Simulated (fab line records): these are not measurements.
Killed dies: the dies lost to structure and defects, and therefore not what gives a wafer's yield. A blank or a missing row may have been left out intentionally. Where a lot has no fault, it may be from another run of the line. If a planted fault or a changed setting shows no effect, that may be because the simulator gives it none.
Split-lot study	flow n5Finfet	21 wafers read across 7 lots, on a route 1938 steps long

## THE SPLIT
At N5_BEOL_M10_TRENCH_ETCH_37 (etches SiCOH lowk in C4F6/O2, target depth 148.83 nm, time 48 s), the setting timeS was moved away from the recipe's 48 s on 5 of the 21 wafers read, by -20.0% to +22.3%. For the rest of the wafers, this setting stayed at what the recipe calls for.

## FROM THE SPLIT TO THE READING: what the file shows between them, 2 steps
- N5_BEOL_M10_ETCH_41: etches SiCN in CH3F/O2, target depth 42.6 nm, time 86 s
- N5_BEOL_M10_STRIP_77: strips in N2/H2, time 10 s

## THE READING
trenchDepthNm, in nm, at N5_BEOL_M10_OCD_MEAS_38. A value of 146 nm with a standard deviation of 3.2 nm is what fault-free wafers of this fab line usually give.

wafer	tool, chamber at the split	timeS as run, s	against the recipe	trenchDepthNm, nm	against lot-mates on the recipe
L074.2	rieDiel-04, 2	48	recipe	143	-
L074.4	rieDiel-04, 0	48	recipe	147	-
L074.6	rieDiel-04, 2	48	recipe	145	-
L077.1	rieDiel-02, 1	54.06	+12.6%	165	+19
L077.2	rieDiel-02, 0	54.06	+12.6%	165	+19
L077.4	rieDiel-02, 2	48	recipe	146	-
L078.2	rieDiel-02, 2	48	recipe	149	-
L078.3	rieDiel-02, 1	58.72	+22.3%	180	+31
L078.6	rieDiel-02, 3	58.72	+22.3%	174	+25
L087.1	rieDiel-02, 2	48	recipe	147	-
L087.2	rieDiel-02, 1	48	recipe	143	-
L087.6	rieDiel-02, 0	48	recipe	149	-
L089.4	rieDiel-02, 0	48	recipe	149	-
L089.5	rieDiel-02, 1	48	recipe	143	-
L089.6	rieDiel-02, 2	48	recipe	147	-
L091.2	rieDiel-02, 3	48	recipe	144	-
L091.5	rieDiel-02, 1	48	recipe	142	-
L091.6	rieDiel-02, 2	48	recipe	145	-
L090.1	rieDiel-04, 0	38.39	-20.0%	118	-27
L090.4	rieDiel-04, 0	48	recipe	147	-
L090.6	rieDiel-04, 2	48	recipe	143	-

THE FIT
A straight line over all 21 wafers: trenchDepthNm changes by +1.42 nm for each +1% of timeS; r = +0.98; the points scatter about the line by 2.4 nm.
The same after taking each lot's own level away (the mean of its wafers on the recipe; 21 wafers): +1.32 nm for each +1%; r = +0.98; scatter 2.2 nm.
The reading moves by 30 nm for the largest change in timeS, on that fit.
From 143.7 to 149.0 nm: that is the span of the lots' own levels, equal to 1.7 times the standard deviation above.
The two slopes are in agreement: the lot-to-lot level therefore moves the slope only a little.
Check: with one of the wafers moved furthest among these (+22.3%) left out of the fit, the line predicts +28.9 nm for it against its lot-mates. Against them it came out at +31 nm.

## FURTHER SPLITS ON THESE WAFERS
Note: prior to the reading, these wafers also went through further splits. Each is held against what the fit with the lots' levels taken away leaves over:
other split on the same wafers	wafers away from the commonest value	r with trenchDepthNm (lot level and that fit taken away)
N5_BEOL_M7_ETCH_41 sourceW	6	+0.15
N5_BEOL_M8_COAT_60 spinRpm	8	-0.04
N5_BEOL_M9_COAT_05 spinRpm	10	+0.25
N5_BEOL_M10_PECVD_70 tempC	6	-0.13
N5_BEOL_M10_COAT_05 spinRpm	5	-0.08

## THE WHOLE CHAIN: every reading that the file lists as answering this split, in the file's order
step	what it does	reading	change (the file's fit)	r (the file's)
N5_BEOL_M10_TRENCH_ETCH_37	etches SiCOH lowk in C4F6/O2, target depth 148.83 nm, time 48 s	etch.depthNm (the simulator's own value, which no gauge read)	+1.34 nm for each +1% of the setting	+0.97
N5_BEOL_M10_TRENCH_ETCH_37	etches SiCOH lowk in C4F6/O2, target depth 148.83 nm, time 48 s	BEOL_M10.featureDepthNm (the simulator's own value, which no gauge read)	+1.34 nm for each +1% of the setting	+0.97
N5_BEOL_M10_OCD_MEAS_38		trenchDepthNm	+1.33 nm for each +1% of the setting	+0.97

## FILE'S OWN FIT
trenchDepthNm changes by +1.33 nm for each +1% of timeS, r = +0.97.
